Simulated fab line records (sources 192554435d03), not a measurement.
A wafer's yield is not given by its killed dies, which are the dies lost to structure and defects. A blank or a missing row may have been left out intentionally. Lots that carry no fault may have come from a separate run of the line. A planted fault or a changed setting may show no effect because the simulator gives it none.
fab line records | flow n5-finfet
record lots=6 wafers=18 last-day=17
route steps=1938 shown BEOL_M10@1524 BEOL_M11@1536 PASSIVATION@1936
lots that met no fault: from a run of the same line without faults
start-h: start of the lot's first displayed wafer, in hours after the record's first day | wait-h: hours since the lot's step before | " same as the row above | L1.1+2: one row covering several wafers at once | - value missing, or start not given | * or withheld: withheld | < > ~ a bound
route shown NAME@n: a module of which the file shows steps, and the number in the route of the first | usual: mean/standard deviation taken from wafers without a fault | same: alike in all rows | chamber/n: place in a boat | sites: each site's reading | _std_site: how widely they spread, as a standard deviation | _edge_site: the outer-site mean with the inner-site mean subtracted | radius-mm: how far each site lies from the wafer's centre | mask NAME#n: copy n | behind: the tool/chamber that last shaped the wafer | hold: cause of the lot's hold/its duration in hours/its outcome | device: names the non-switching transistor (n, p or np) | end of line: at the end of the route, the tests of the same wafers | step lacking rows: just its recipe | killed: dies that structure and defects cost at the first sort, which is not the same as the wafer's yield | map: a wafer's dies, x killed, . not, _ none there
set.NAME: setting as actually run; set.NAME@STEP: the setting as run at that earlier step | model.NAME: the simulator's own value behind a step, which no gauge read
certain route steps with their lots: each step a table, each wafer a row
services: from which hour (start-h, from the record's first day; less than 0 if before it) a tool's chamber was out of use, for how many hours, and why
## steps
# step N5_BEOL_M10_ALD_74
# recipe material=TaN target-thk-a=20 temp-c=275 ald-precursor-family=PDMAT ald-co-reactant=NH3 pressure-torr=3 carrier-flow-sccm=1500 pulse-time-s=2 purge-time-s=3 co-reactant-purge-time-s=2 co-reactant-pulse-time-s=3 ald-cycles=40 precursor-vessel-temp-c=75 precursor-vessel-pressure-torr=26.25 precursor-vessel-carrier-sccm=1000
# step N5_BEOL_M10_SURFACE_TREAT_76
# recipe gas=Ar time-s=* ion-energy-ev=* ion-current-ma-cm2=0.5 pressure-mtorr=* ar-flow-sccm=30
# usual throttle-valve-pct=*
# same time-s=*
# columns lot.wafer tool chamber start-h wait-h throttle-valve-pct
L886.4 pvd-sputter-01 - 221.73 0.2 *
L886.5 " - " " *
L886.6 " - " " *
L892.2 pvd-sputter-01 - 249.39 0.2 *
L892.3 " - " " *
L892.5 " - " " *
L896.2 pvd-sputter-03 - 304.44 0.4 *
L896.3 " - " " *
L896.4 " - " " *
L898.3 pvd-sputter-03 - 304.60 0.2 *
L898.5 " - " " *
L898.6 " - " " *
L905.4 pvd-sputter-03 - 339.14 0.2 *
L905.5 " - " " *
L905.6 " - " " *
L907.1 pvd-sputter-03 - 348.45 1.6 *
L907.3 " - " " *
L907.6 " - " " *
# step N5_BEOL_M10_CVD_75
# recipe material=Co target-thk-a=20 temp-c=withheld precursor=CCTBA/H2 pressure-torr=30 time-s=138.9
# step N5_BEOL_M10_SPUTTER_48
# recipe material=Cu target-thk-a=120 temp-c=-20 bias-v=60 power-w=26000 chamber-pressure-pa=0.13 time-s=2
# usual throttle-valve-pct=29.7/1.1
# same time-s=2
# columns lot.wafer tool chamber start-h wait-h throttle-valve-pct
L886.4 pvd-sputter-02 - 221.96 0.1 30.0
L886.5 " - " " 30.3
L886.6 " - " " 30.5
L892.2 pvd-sputter-03 - 251.37 1.7 31.0
L892.3 " - " " 29.4
L892.5 " - " " 31.3
L896.2 pvd-sputter-03 - 304.64 0.1 29.2
L896.3 " - " " 29.6
L896.4 " - " " 28.1
L898.3 pvd-sputter-03 - 304.98 0.1 27.9
L898.5 " - " " 31.3
L898.6 " - " " 29.5
L905.4 pvd-sputter-03 - 339.42 0.1 31.3
L905.5 " - " " 31.1
L905.6 " - " " 30.0
L907.1 pvd-sputter-03 - 348.81 0.2 29.2
L907.3 " - " " 27.7
L907.6 " - " " 27.7
# step N5_BEOL_M10_ECD_50
# recipe material=Cu target-thk-a=3180
# step N5_BEOL_M10_ANNEAL_51
# recipe temp-c=225 time-s=90 ambient=N2
# usual wafer_temp_C_max=226.0/0.43
# same time-s=90
# columns lot.wafer tool chamber start-h wait-h wafer_temp_C_max
L886.4 rtp-anneal-02 0 222.61 0.5 225.9
L886.5 " 0 " " 226.0
L886.6 " 0 " " 226.2
L892.2 rtp-anneal-02 0 251.64 0.1 226.1
L892.3 " 0 " " 226.1
L892.5 " 0 " " 226.4
L896.2 rtp-anneal-01 0 304.91 0.1 225.3
L896.3 " 0 " " 225.6
L896.4 " 0 " " 225.7
L898.3 rtp-anneal-01 0 305.49 0.3 225.6
L898.5 " 0 " " 225.8
L898.6 " 0 " " 225.9
L905.4 rtp-anneal-01 0 339.99 0.4 225.4
L905.5 " 0 " " 225.7
L905.6 " 0 " " 225.7
L907.1 rtp-anneal-02 0 349.04 0.1 226.5
L907.3 " 0 " " 226.3
L907.6 " 0 " " 226.4
# step N5_BEOL_M10_CMP_52
# recipe stop-on=SiCOH_lowk t-overpolish-s=7 down-force-psi=1 platen-rpm=50 clearing-platen-down-force-psi=1.5 clearing-platen-rpm=50 post-cmp-clean=cu-alkaline target-thk-nm=140 clearing-platen-pad-velocity-m-s=0.99484 pad-velocity-m-s=0.99484
# usual barrier-field-endpoint-s=28.8/0.76 motor-current-A=6.3/0.71 overpolish-run-s=7.000/0.0087 retaining-ring-pressure-frac=1.000/0.0052 time-to-endpoint-s=66/4
# columns lot.wafer tool chamber start-h wait-h barrier-field-endpoint-s motor-current-A overpolish-run-s retaining-ring-pressure-frac time-to-endpoint-s
L886.4 cmp-02 2 222.77 0.1 29.0 6.3 6.999 0.997 66
L886.5 " 2 " " 29.1 6.3 7.000 0.994 65
L886.6 " 3 " " 29.3 6.9 7.002 0.997 63
L892.2 cmp-02 2 251.93 0.2 28.1 6.3 7.010 1.001 63
L892.3 " 0 " " 28.8 6.0 7.006 1.000 68
L892.5 " 1 " " 28.1 6.0 7.009 1.004 62
L896.4 cmp-01 0 305.16 0.1 28.6 5.2 7.000 1.003 67
L896.2 " 2 " " 28.3 6.1 6.986 1.010 70
L896.3 " 3 " " 29.4 6.8 6.987 0.996 73
L898.3 cmp-01 2 305.81 0.3 29.0 5.9 7.000 1.002 70
L898.6 " 3 " " 29.3 6.2 6.988 1.004 69
L898.5 " 0 " " 28.5 5.2 6.995 1.002 66
L905.4 cmp-03 2 340.30 0.3 29.3 7.7 7.007 1.004 69
L905.5 " 0 " " 28.8 5.5 6.994 0.997 67
L905.6 " 1 " " 28.1 7.0 7.000 1.006 65
L907.3 cmp-03 3 349.37 0.2 28.2 7.1 6.999 0.994 59
L907.1 " 1 " " 28.8 6.6 6.988 0.988 61
L907.6 " 2 " " 30.0 7.2 7.015 1.005 67
# step N5_BEOL_M10_THK_MEAS_53
# recipe thk-meas-gauge=xrf reads=Cu_of_BEOL_M10_ECD_50
# usual M10_THK=136.2/2.3
# columns lot.wafer tool chamber start-h wait-h M10_THK[nm]
L886.4 film-metro-02 - 223.07 - 134.2
L886.5 " - " " 134.5
L886.6 " - " " 132.4
L892.2 film-metro-02 - 252.19 - 134.1
L892.3 " - " " 136.0
L892.5 " - " " 135.1
L896.2 film-metro-02 - 305.45 - 133.9
L896.3 " - " " 139.1
L896.4 " - " " 136.0
L898.3 film-metro-02 - 306.00 - 133.5
L898.5 " - " " 132.7
L898.6 " - " " 136.0
L905.4 film-metro-01 - 340.52 - 140.4
L905.5 " - " " 133.5
L905.6 " - " " 135.8
L907.1 film-metro-02 - 349.63 - 133.5
L907.3 " - " " 133.1
L907.6 " - " " 138.6
# step N5_BEOL_M10_PRE_CLEAN_55
# recipe gas=NH3 time-s=15 temp-c=withheld rf-power-w=300
# step N5_BEOL_M10_DEP_56
# recipe material=SiCN target-thk-a=150 temp-c=withheld precursor=3MS/NH3 pressure-torr=3 rf-w=202 time-s=26.5
# step N5_BEOL_M10_RS_MEAS_57
# recipe thk-meas-gauge=four-point-probe reads=Cu_of_BEOL_M10_ECD_50+Co_of_BEOL_M10_CVD_75+TaN_of_BEOL_M10_ALD_74
# usual M10_RS=0.1531/0.0027
# columns lot.wafer tool chamber start-h wait-h M10_RS[ohm/sq]
L886.4 film-metro-02 - 223.21 0.0 0.1529
L886.5 " - " " 0.1521
L886.6 " - " " 0.1545
L892.2 film-metro-02 - 252.32 0.1 0.1572
L892.3 " - " " 0.1536
L892.5 " - " " 0.1554
L896.2 film-metro-02 - 305.59 0.1 0.1558
L896.3 " - " " 0.1497
L896.4 " - " " 0.1527
L898.3 film-metro-02 - 306.13 0.1 0.1559
L898.5 " - " " 0.1559
L898.6 " - " " 0.1526
L905.4 film-metro-02 - 340.65 0.0 0.1482
L905.5 " - " " 0.1562
L905.6 " - " " 0.1536
L907.1 film-metro-02 - 349.76 0.1 0.1578
L907.3 " - " " 0.1580
L907.6 " - " " 0.1519
# step N5_BEOL_M10_INSPECT_58
# recipe inspect-instrument=darkfield mode=post-dep
# usual raw-defect-count=73/22
# columns lot.wafer tool chamber start-h wait-h raw-defect-count
L886.4 defect-inspect-01 - 223.23 0.0 130
L886.5 " - " " 122
L886.6 " - " " 91
L892.2 defect-inspect-01 - 252.35 0.0 67
L892.3 " - " " 80
L892.5 " - " " 66
L896.2 defect-inspect-02 - 305.62 0.0 70
L896.3 " - " " 95
L896.4 " - " " 54
L898.3 defect-inspect-01 - 306.16 0.0 77
L898.5 " - " " 102
L898.6 " - " " 101
L905.4 defect-inspect-01 - 340.68 0.0 67
L905.5 " - " " 59
L905.6 " - " " 71
L907.1 defect-inspect-02 - 349.79 0.0 84
L907.3 " - " " 41
L907.6 " - " " 41
# step N5_BEOL_M11_ILD_DEP_00
# recipe material=SiCOH_lowk target-thk-a=3085.1 temp-c=300 precursor=DEMS/porogen pressure-torr=5 rf-w=500 time-s=58
# usual heater-power-w=289/47 showerhead-plenum-p-Torr=5.745/0.02 susceptor-temp-C=300.02/0.19 throttle-valve-pct=13.8/0.69
# same time-s=58
# columns lot.wafer tool chamber start-h wait-h heater-power-w showerhead-plenum-p-Torr susceptor-temp-C throttle-valve-pct
L886.4 pecvd-03 0 223.29 0.1 260 5.751 300.29 13.9
L886.5 " 1 " " 220 5.730 300.38 14.6
L886.6 " 2 " " 263 5.740 299.96 13.4
L892.2 pecvd-04 1 252.39 0.0 273 5.778 299.98 13.9
L892.3 " 2 " " 261 5.739 300.08 12.6
L892.5 " 0 " " 313 5.718 299.87 14.1
L896.2 pecvd-04 2 305.65 0.0 206 5.750 300.39 12.6
L896.3 " 0 " " 299 5.720 296.09 13.9
L896.4 " 2 " " 226 5.741 300.16 12.5
L898.3 pecvd-04 1 306.19 0.0 304 5.779 300.10 13.9
L898.5 " 2 " " 249 5.749 300.00 12.4
L898.6 " 0 " " 266 5.723 296.37 14.0
L905.4 pecvd-01 2 340.74 0.1 343 5.744 299.84 13.2
L905.5 " 0 " " 311 5.707 300.22 13.9
L905.6 " 1 " " 282 5.748 300.08 14.9
L907.1 pecvd-01 2 349.83 0.0 391 5.765 299.95 13.3
L907.3 " 1 " " 252 5.770 299.73 14.7
L907.6 " 2 " " 389 5.761 300.02 12.9
# step N5_BEOL_M11_CURE_71
# recipe temp-c=385 time-s=240 ambient=He/Ar material=SiCOH_lowk
# usual lamp-power-pct=52.31/0.052 wafer_temp_C_max=387.2/0.73
# same time-s=240
# columns lot.wafer tool chamber start-h wait-h lamp-power-pct wafer_temp_C_max
L886.4 uv-cure-02 2 223.66 0.3 52.32 386.6
L886.5 " 2 " " 52.39 387.3
L886.6 " 2 " " 52.37 387.3
L892.2 uv-cure-03 0 252.56 0.1 52.31 386.4
L892.3 " 0 " " 52.34 386.3
L892.5 " 0 " " 52.26 386.5
L896.2 uv-cure-03 1 305.81 0.1 52.24 386.7
L896.3 " 1 " " 52.27 387.5
L896.4 " 1 " " 52.38 387.3
L898.3 uv-cure-03 2 306.43 0.2 52.35 390.0
L898.5 " 2 " " 52.19 387.7
L898.6 " 2 " " 52.27 388.4
L905.4 uv-cure-03 2 341.13 0.4 52.36 387.7
L905.5 " 2 " " 52.33 388.6
L905.6 " 2 " " 52.32 388.1
L907.1 uv-cure-03 2 349.90 0.0 52.33 387.4
L907.3 " 2 " " 52.35 387.0
L907.6 " 2 " " 52.32 388.5
# step N5_PASSIVATION_PROBE_49
# usual defect-limited-yield=91.7/1.5 killed_at_M0_to_M3=32/9.6 killed_at_M4_up=13/5.3 killed-at-contacts=12/6.8 killed-at-front-end=36/9.8 killed-at-other=4/3.1 killed-dies=98/17 killed-open=65/13 killed-short=32/8.5 sort_bin_4_leakage=0.00/0.007 sort_bin_5_function=4.9/0.93 sort_bin_6_memory=3.2/0.67 sort_bin_8_speed=0.00/0.02 sort-n-pass=1082/17 sort-yield-pct=91.7/1.4
# same gross-dies=1180 killed-at-back-side=0
# columns lot.wafer tool chamber start-h wait-h defect-limited-yield[%] killed_at_M0_to_M3 killed_at_M4_up killed-at-contacts killed-at-front-end killed-at-other killed-dies killed-open killed-short sort_bin_4_leakage[%] sort_bin_5_function[%] sort_bin_6_memory[%] sort_bin_8_speed[%] sort-n-pass sort-yield-pct[%]
L886.4 prober-01 - 272.27 0.2 93.8 32 7 6 26 2 73 47 22 0 3.7 2.2 0 1107 93.8
L886.5 prober-01 - 272.32 0.2 93.1 29 4 12 34 2 81 46 34 0 4.7 1.7 0 1099 93.1
L886.6 prober-01 - 272.37 0.3 91.9 38 11 4 39 4 96 65 28 0 5.1 2.9 0 1084 91.9
L892.2 prober-01 - 306.43 0.1 91.3 30 23 10 36 4 103 71 30 0 4.7 3.6 0 1077 91.3
L892.3 prober-01 - 306.48 0.1 91.6 26 15 19 33 6 99 73 25 0 5.5 2.4 0 1081 91.6
L892.5 prober-01 - 306.58 0.2 91.4 30 10 15 42 4 101 65 35 0.08 4.8 3.6 0 1078 91.4
L896.2 prober-02 - 359.20 0.1 89.3 33 7 7 61 18 126 76 50 0 6.7 3.8 0 1054 89.3
L896.3 prober-02 - 359.25 0.1 92.9 36 12 3 26 7 84 55 28 0 4.5 2.6 0 1096 92.9
L896.4 prober-02 - 359.30 0.2 90.1 36 17 10 50 4 117 81 36 0 5.8 3.7 0 1063 90.1
L898.3 prober-02 - 361.40 1.3 92.0 35 13 14 23 9 94 63 30 0 4.9 2.8 0 1086 92.0
L898.5 prober-02 - 361.50 1.4 92.9 22 7 10 43 2 84 59 24 0 4.2 2.5 0 1096 92.9
L898.6 prober-02 - 361.55 1.5 95.3 14 4 11 25 1 55 37 18 0 3.1 1.4 0 1125 95.3
L905.4 prober-02 - 389.11 0.2 90.3 39 14 14 43 5 115 70 45 0 5.9 3.7 0 1065 90.3
L905.5 prober-02 - 389.16 0.2 89.6 49 19 14 30 11 123 69 51 0 5.0 4.3 0.08 1057 89.6
L905.6 prober-02 - 389.21 0.3 92.4 28 12 6 40 4 90 57 32 0 4.1 3.5 0 1090 92.4
L907.1 prober-01 - 398.41 0.0 91.0 29 14 10 50 3 106 77 27 0 5.6 3.0 0 1074 91.0
L907.3 prober-01 - 398.51 0.1 93.7 23 16 8 25 2 74 52 22 0 3.6 2.4 0 1106 93.7
L907.6 prober-01 - 398.66 0.3 93.8 17 13 5 24 14 73 41 31 0 3.6 2.4 0 1107 93.8
# killed by level:class
L886.4 BEOL_M0_SAQP:geometric-particle:short=9 STI_FIN_REVEAL:geometric-particle:open=8 BEOL_M0_SAQP:geometric-particle:open=7 MOL_CONTACT_COAG:geometric-particle:open=6 FIN_SAQP:geometric-particle:open=5 BEOL_M3:geometric-particle:open=5 BEOL_M1:geometric-particle:open=4 BEOL_M2:geometric-particle:open=4
L886.5 BEOL_M0_SAQP:geometric-particle:short=9 BEOL_M0_SAQP:geometric-particle:open=9 MOL_CONTACT_COAG:geometric-particle:open=8 FIN_SAQP:geometric-particle:short=7 GATE_CUT:geometric-particle:short=5 BEOL_M3:geometric-particle:open=5 DUMMY_GATE:geometric-particle:open=4 MOL_CONTACT_COAG:geometric-particle:short=4
L886.6 STI_FIN_REVEAL:geometric-particle:open=11 BEOL_M0_SAQP:geometric-particle:open=10 BEOL_M1:geometric-particle:open=9 FIN_SAQP:geometric-particle:short=7 BEOL_M2:geometric-particle:open=5 MOL_CONTACT_COAG:geometric-particle:open=4 BEOL_M0_SAQP:geometric-particle:short=4 BEOL_M3:geometric-particle:short=4
L892.2 BEOL_M4:geometric-particle:open=10 STI_FIN_REVEAL:geometric-particle:open=9 BEOL_M1:geometric-particle:open=8 BEOL_M3:geometric-particle:open=8 FIN_SAQP:geometric-particle:short=7 MOL_CONTACT_COAG:geometric-particle:open=7 BEOL_M0_SAQP:geometric-particle:open=6 DUMMY_GATE:geometric-particle:open=5
L892.3 MOL_CONTACT_COAG:geometric-particle:open=18 BEOL_M0_SAQP:geometric-particle:open=11 STI_FIN_REVEAL:geometric-particle:open=8 BEOL_M3:geometric-particle:open=7 BEOL_M4:geometric-particle:open=7 DUMMY_GATE:geometric-particle:open=6 FIN_SAQP:geometric-particle:open=5 FIN_SAQP:geometric-particle:short=5
L892.5 MOL_CONTACT_COAG:geometric-particle:open=14 FIN_SAQP:geometric-particle:short=11 BEOL_M0_SAQP:geometric-particle:open=9 BEOL_M0_SAQP:geometric-particle:short=8 FIN_SAQP:geometric-particle:open=7 GATE_CUT:geometric-particle:open=7 GATE_CUT:geometric-particle:short=6 BEOL_M1:geometric-particle:open=5
L896.2 MIM_TOP_ETCH:geometric-particle:short=12 FIN_SAQP:geometric-particle:short=11 FIN_SAQP:geometric-particle:open=10 GATE_CUT:geometric-particle:open=10 BEOL_M3:geometric-particle:open=10 GATE_CUT:geometric-particle:short=8 STI_FIN_REVEAL:geometric-particle:open=7 MOL_CONTACT_COAG:geometric-particle:open=6
L896.3 BEOL_M2:geometric-particle:open=10 BEOL_M0:geometric-particle:open=8 FIN_SAQP:geometric-particle:short=6 BEOL_M1:geometric-particle:open=5 BEOL_M4:geometric-particle:open=5 GATE_CUT:geometric-particle:short=4 BEOL_M0_SAQP:geometric-particle:short=4 FIN_SAQP:geometric-particle:open=3
L896.4 GATE_CUT:geometric-particle:short=11 FIN_SAQP:geometric-particle:open=9 FIN_SAQP:geometric-particle:short=9 MOL_CONTACT_COAG:geometric-particle:open=9 BEOL_M2:geometric-particle:open=9 GATE_CUT:geometric-particle:open=8 BEOL_M4:geometric-particle:open=8 BEOL_M3:geometric-particle:open=7
L898.3 MOL_CONTACT_COAG:geometric-particle:open=12 BEOL_M2:geometric-particle:open=11 BEOL_M1:geometric-particle:open=6 BEOL_M4:geometric-particle:open=5 STI_FIN_REVEAL:geometric-particle:open=4 BEOL_M0_SAQP:geometric-particle:open=4 BEOL_M2:geometric-particle:short=4 BEOL_M3:geometric-particle:open=4
L898.5 STI_FIN_REVEAL:geometric-particle:open=17 BEOL_M1:geometric-particle:open=7 MOL_CONTACT_COAG:geometric-particle:open=6 BEOL_M2:geometric-particle:open=6 FIN_SAQP:geometric-particle:short=4 MOL_CONTACT_COAG:geometric-particle:short=4 STARTING-WAFER:geometric-particle:open=4 ILD0:geometric-particle:open=3
L898.6 STI_FIN_REVEAL:geometric-particle:open=8 MOL_CONTACT_COAG:geometric-particle:open=6 FIN_SAQP:geometric-particle:short=5 FIN_SAQP:geometric-particle:open=5 MOL_CONTACT_COAG:geometric-particle:short=5 BEOL_M0:geometric-particle:open=4 BEOL_M2:geometric-particle:open=3 DUMMY_GATE:geometric-particle:open=2
L905.4 BEOL_M0_SAQP:geometric-particle:open=16 MOL_CONTACT_COAG:geometric-particle:open=12 BEOL_M0_SAQP:geometric-particle:short=12 FIN_SAQP:geometric-particle:short=11 FIN_SAQP:geometric-particle:open=9 STI_FIN_REVEAL:geometric-particle:open=7 STI_FIN_REVEAL:geometric-particle:short=4 BEOL_M4:geometric-particle:open=4
L905.5 BEOL_M0_SAQP:geometric-particle:open=16 BEOL_M0_SAQP:geometric-particle:short=14 MOL_CONTACT_COAG:geometric-particle:open=10 BEOL_M4:geometric-particle:open=10 BEOL_M2:geometric-particle:open=8 FIN_SAQP:geometric-particle:short=5 STI_FIN_REVEAL:geometric-particle:open=5 MIM_BOT:geometric-particle:short=5
L905.6 FIN_SAQP:geometric-particle:short=9 BEOL_M2:geometric-particle:open=9 STI_FIN_REVEAL:geometric-particle:open=8 BEOL_M0_SAQP:geometric-particle:short=6 FIN_SAQP:geometric-particle:open=5 BEOL_M1:geometric-particle:open=5 MOL_CONTACT_COAG:geometric-particle:open=5 BEOL_M0_SAQP:geometric-particle:open=4
L907.1 STI_FIN_REVEAL:geometric-particle:open=10 MOL_CONTACT_COAG:geometric-particle:open=10 BEOL_M3:geometric-particle:open=9 FIN_SAQP:geometric-particle:open=8 FIN_SAQP:geometric-particle:short=7 DUMMY_GATE:geometric-particle:open=7 BEOL_M0_SAQP:geometric-particle:open=7 BEOL_M0_SAQP:geometric-particle:short=6
L907.3 BEOL_M4:geometric-particle:open=8 MOL_CONTACT_COAG:geometric-particle:open=6 BEOL_M1:geometric-particle:open=6 BEOL_M3:geometric-particle:open=6 BEOL_M0_SAQP:geometric-particle:open=5 FIN_SAQP:geometric-particle:open=4 FIN_SAQP:geometric-particle:short=3 GATE_CUT:geometric-particle:short=3
L907.6 PASS1_CAP:geometric-particle:short=8 BEOL_M3:geometric-particle:open=6 FIN_SAQP:geometric-particle:open=4 BEOL_M0_SAQP:geometric-particle:open=4 MOL_CONTACT_COAG:geometric-particle:open=4 PAD_METAL:geometric-particle:short=4 STARTING-WAFER:geometric-particle:open=4 FIN_SAQP:geometric-particle:short=3
## services
# columns tool chamber start-h hours kind
pecvd-01 2 209.43 19.8 repair
uv-cure-02 - 225.05 0.6 repair
cmp-03 - 226.34 4.0 pm
cmp-02 - 226.72 6.0 repair
pecvd-01 2 229.28 - clean
pecvd-01 2 229.28 - consumable-replace:showerhead
pecvd-01 2 229.28 29.0 scheduled-down
pecvd-01 2 229.28 29.0 vent-cycle
pecvd-01 - 229.78 28.1 pm
cmp-03 - 230.34 - consumable-replace:conditioner
cmp-03 - 230.34 - consumable-replace:pad
uv-cure-03 - 258.81 7.5 pm
cmp-01 - 258.90 4.0 pm
cmp-03 - 262.06 3.9 pm
cmp-01 - 262.90 - consumable-replace:conditioner
cmp-01 - 262.90 - consumable-replace:pad
pecvd-01 0 265.44 4.3 repair
cmp-01 - 272.01 6.9 pm
cmp-02 - 298.56 4.0 pm
pecvd-04 - 314.96 6.0 pm
cmp-01 - 321.72 7.3 repair
uv-cure-03 - 331.59 0.8 repair
cmp-01 - 338.52 4.8 pm
cmp-03 - 347.41 1.0 repair
## key
first-sign step=N5_BEOL_M11_ILD_DEP_00 reading=susceptor-temp-C direction=down sigmas=20 usual=* struck=*
effect none on later readings
met-at N5_BEOL_M11_ILD_DEP_00
struck-wafers L896.3,L898.6
onset-between 252.39 305.65
fault kind=process-parameter-drift tool=pecvd-04 chamber=0 onset-h=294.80 steps=N5_BEOL_M11_ILD_DEP_00 channel=temp-c offset=* shape=step end-h=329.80 acts-in=* stated=*
